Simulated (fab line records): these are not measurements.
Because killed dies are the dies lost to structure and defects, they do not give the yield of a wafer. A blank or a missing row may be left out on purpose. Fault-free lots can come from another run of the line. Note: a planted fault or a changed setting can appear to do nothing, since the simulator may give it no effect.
Lot-split experiment | flow n5-finfet | 21 wafers read across 7 lots, on a route 1938 steps long

## SPLIT DETAILS
At N5_BEOL_M6_ETCH_62 (etches SOC in N2/H2, target depth 110 nm, overetch 22 nm, time 165 s), the setting time-s was moved away from the recipe's 165 s on 8 of the 21 wafers read, by +7.7% to +19.6%. For the rest of the wafers, this setting stayed at what the recipe calls for.

## FROM THE SPLIT TO THE READING: what the file shows between them, 2 steps
- N5_BEOL_M6_STRIP_68: strips in N2/H2
- N5_BEOL_M6_STRIP_67: strips in CF4

## THE READING
etch.depth-nm (the simulator's own value, which no gauge read), in nm, at N5_BEOL_M6_HM_OPEN_17 (chemistry Cl2/BCl3, target TiN, target depth 20 nm, overetch 6 nm). There is no usual value for it anywhere in the file. The 13 wafers here that ran the recipe average 20.13 nm, standard deviation 0.38 nm.

wafer  | tool, chamber at the split | time-s as run, s | against the recipe | etch.depth-nm, nm | against lot-mates on the recipe
L078.1 | rie-diel-04, 1,0           | 177.7            | +7.7%              | 18.49             | -1.05
L078.2 | rie-diel-04, 3             | 165              | recipe             | 19.54             | -
L078.3 | rie-diel-04, 1,0           | 177.7            | +7.7%              | 18.68             | -0.86
L074.2 | rie-diel-02, 0             | 165              | recipe             | 20.33             | -
L074.4 | rie-diel-02, 1,2           | 197.4            | +19.6%             | 16.77             | -3.56
L074.6 | rie-diel-02, 1,2           | 197.4            | +19.6%             | 16.81             | -3.52
L080.2 | rie-diel-02, 2,1,2         | 165              | recipe             | 20.49             | -
L080.3 | rie-diel-02, 2,1,2         | 165              | recipe             | 20.89             | -
L080.6 | rie-diel-02, 2,1,2         | 165              | recipe             | 20.69             | -
L089.1 | rie-diel-02, 2,0,2         | 165              | recipe             | 19.99             | -
L089.4 | rie-diel-02, 2,0,2         | 165              | recipe             | 20.04             | -
L089.6 | rie-diel-02, 2,0,2         | 165              | recipe             | 20.16             | -
L094.1 | rie-diel-04, 3,2           | 165              | recipe             | 19.85             | -
L094.3 | rie-diel-04, 1             | 178.5            | +8.2%              | 18.47             | -1.59
L094.4 | rie-diel-04, 3,2           | 165              | recipe             | 20.26             | -
L093.3 | rie-diel-02, 0,3,0         | 192.8            | +16.8%             | 17.78             | no lot-mate on the recipe
L093.4 | rie-diel-02, 0,3,0         | 192.8            | +16.8%             | 17.47             | no lot-mate on the recipe
L093.6 | rie-diel-02, 0,3,0         | 192.8            | +16.8%             | 17.61             | no lot-mate on the recipe
L095.1 | rie-diel-03, 2,0,2         | 165              | recipe             | 19.73             | -
L095.4 | rie-diel-03, 2,0,2         | 165              | recipe             | 20.1              | -
L095.5 | rie-diel-03, 2,0,2         | 165              | recipe             | 19.65             | -
Rows listing several chambers each stand for several wafers; the file does not say which wafer went through which chamber.

THE FIT
A straight line over all 21 wafers: etch.depth-nm changes by -0.162 nm for each +1% of time-s; r = -0.96; the points scatter about the line by 0.36 nm.
The same after taking each lot's own level away (the mean of its wafers on the recipe; 18 wafers): -0.176 nm for each +1%; r = -0.99; scatter 0.2 nm.
Per that fit: largest time-s move, reading shift of 3.5 nm.
The lots' own levels span 19.540 to 20.690 nm, that is 3.0 times the standard deviation above.
The two slopes are in agreement: the lot-to-lot level therefore moves the slope only a little.
Check: for one of the wafers moved furthest among these (+19.6%), held out of the fit, the line's prediction against its lot-mates is -3.34 nm. Against them it came out at -3.56 nm.

## FURTHER SPLITS ON THESE WAFERS
Other splits were also applied to these wafers ahead of the reading. Each is held against what the fit with the lots' levels taken away leaves over:
other split on the same wafers   | wafers away from the commonest value | r with etch.depth-nm (lot level and that fit taken away)
N5_BEOL_M5_EXPOSE_08 dose-mj     | 9                                    | -0.34
N5_BEOL_M5_DESCUM_16 time-s      | 7                                    | -0.06
N5_BEOL_M5_TRENCH_ETCH_37 bias-w | 6                                    | +0.44

## FILE'S OWN FIT
etch.depth-nm changes by -0.176 nm for each +1% of time-s, r = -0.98.
